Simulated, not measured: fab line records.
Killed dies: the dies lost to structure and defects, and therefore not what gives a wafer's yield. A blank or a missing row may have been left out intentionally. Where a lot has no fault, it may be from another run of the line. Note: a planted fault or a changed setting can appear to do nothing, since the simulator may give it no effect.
Matching of chambers :: flow nand-harc :: NHARC_A_CONTACT_ETCH_51 on rie-diel-07: 4 sister chambers
The step etches the open film in O2/COS, target depth 7000 nm, time 1820 s. 14 wafers are shown with their chamber, then 7 later ones without.

## WAFERS WITH THEIR CHAMBER
wafer: L192.2
chamber: 0
showerhead-plenum-p-Torr (Torr): 3.25
drypump-motor-current-A (A): 6.2
rf-vpp-V (V): 315.2

wafer: L192.3
chamber: 2
showerhead-plenum-p-Torr (Torr): 3.35
drypump-motor-current-A (A): 6.1
rf-vpp-V (V): 317.8

wafer: L192.5
chamber: 3
showerhead-plenum-p-Torr (Torr): 3.20
drypump-motor-current-A (A): 6.2
rf-vpp-V (V): 316.0

wafer: L195.2
chamber: 3
showerhead-plenum-p-Torr (Torr): 3.20
drypump-motor-current-A (A): 6.2
rf-vpp-V (V): 315.6

wafer: L195.5
chamber: 3
showerhead-plenum-p-Torr (Torr): 3.20
drypump-motor-current-A (A): 6.2
rf-vpp-V (V): 313.8

wafer: L195.6
chamber: 0
showerhead-plenum-p-Torr (Torr): 3.25
drypump-motor-current-A (A): 6.1
rf-vpp-V (V): 316.1

wafer: L198.2
chamber: 2
showerhead-plenum-p-Torr (Torr): 3.35
drypump-motor-current-A (A): 6.1
rf-vpp-V (V): 316.9

wafer: L198.3
chamber: 0
showerhead-plenum-p-Torr (Torr): 3.24
drypump-motor-current-A (A): 6.2
rf-vpp-V (V): 316.0

wafer: L198.5
chamber: 0
showerhead-plenum-p-Torr (Torr): 3.24
drypump-motor-current-A (A): 6.2
rf-vpp-V (V): 316.7

wafer: L199.3
chamber: 1
showerhead-plenum-p-Torr (Torr): 3.24
drypump-motor-current-A (A): 6.0
rf-vpp-V (V): 316.2

wafer: L199.5
chamber: 3
showerhead-plenum-p-Torr (Torr): 3.19
drypump-motor-current-A (A): 6.3
rf-vpp-V (V): 315.3

wafer: L199.6
chamber: 1
showerhead-plenum-p-Torr (Torr): 3.24
drypump-motor-current-A (A): 5.9
rf-vpp-V (V): 316.1

wafer: L200.2
chamber: 0
showerhead-plenum-p-Torr (Torr): 3.24
drypump-motor-current-A (A): 6.1
rf-vpp-V (V): 315.7

wafer: L200.3
chamber: 2
showerhead-plenum-p-Torr (Torr): 3.35
drypump-motor-current-A (A): 6.1
rf-vpp-V (V): 317.1

SIGNATURES (means of the wafers above)
reading: showerhead-plenum-p-Torr
chamber 0: 3.2440
chamber 1: 3.2400
chamber 2: 3.3500
chamber 3: 3.1975
scatter within a chamber: 0.00442

reading: drypump-motor-current-A
chamber 0: 6.160
chamber 1: 5.950
chamber 2: 6.100
chamber 3: 6.225
scatter within a chamber: 0.0495

reading: rf-vpp-V
chamber 0: 315.940
chamber 1: 316.150
chamber 2: 317.267
chamber 3: 315.175
scatter within a chamber: 0.666
Rule: distance of a wafer from a chamber = root of the sum over the readings of ((wafer's reading minus chamber's mean) / reading's scatter) squared. The wafer belongs to the nearest chamber; if the next one is less than 2 further off, it can't be placed. The scatter: the root of (the sum of the squares of (reading less its chamber's mean) over the shown wafers, divided by (wafers less chambers)).

## WAFERS WITH NO CHAMBER GIVEN
wafer: L200.4
showerhead-plenum-p-Torr (Torr): 3.19
drypump-motor-current-A (A): 6.2
rf-vpp-V (V): 314.9

wafer: L202.1
showerhead-plenum-p-Torr (Torr): 3.24
drypump-motor-current-A (A): 5.9
rf-vpp-V (V): 315.6

wafer: L202.2
showerhead-plenum-p-Torr (Torr): 3.24
drypump-motor-current-A (A): 6.1
rf-vpp-V (V): 316.1

wafer: L202.4
showerhead-plenum-p-Torr (Torr): 3.35
drypump-motor-current-A (A): 6.0
rf-vpp-V (V): 315.3

wafer: L205.3
showerhead-plenum-p-Torr (Torr): 3.34
drypump-motor-current-A (A): 6.1
rf-vpp-V (V): 317.2

wafer: L205.4
showerhead-plenum-p-Torr (Torr): 3.24
drypump-motor-current-A (A): 6.1
rf-vpp-V (V): 316.0

wafer: L205.6
showerhead-plenum-p-Torr (Torr): 3.34
drypump-motor-current-A (A): 6.1
rf-vpp-V (V): 317.8

## WHICH CHAMBER EACH WENT THROUGH
wafer: L200.4
from the rows above: 3
in truth: 3

wafer: L202.1
from the rows above: 1
in truth: 1

wafer: L202.2
from the rows above: can't be placed: 0 or 1
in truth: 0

wafer: L202.4
from the rows above: 2
in truth: 2

wafer: L205.3
from the rows above: 2
in truth: 2

wafer: L205.4
from the rows above: can't be placed: 0 or 1
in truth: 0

wafer: L205.6
from the rows above: 2
in truth: 2
Placed correctly: 5 of 7. Cannot be placed on the basis of these rows: 2; the candidates contain the true chamber in 2. Number placed wrongly: 0.
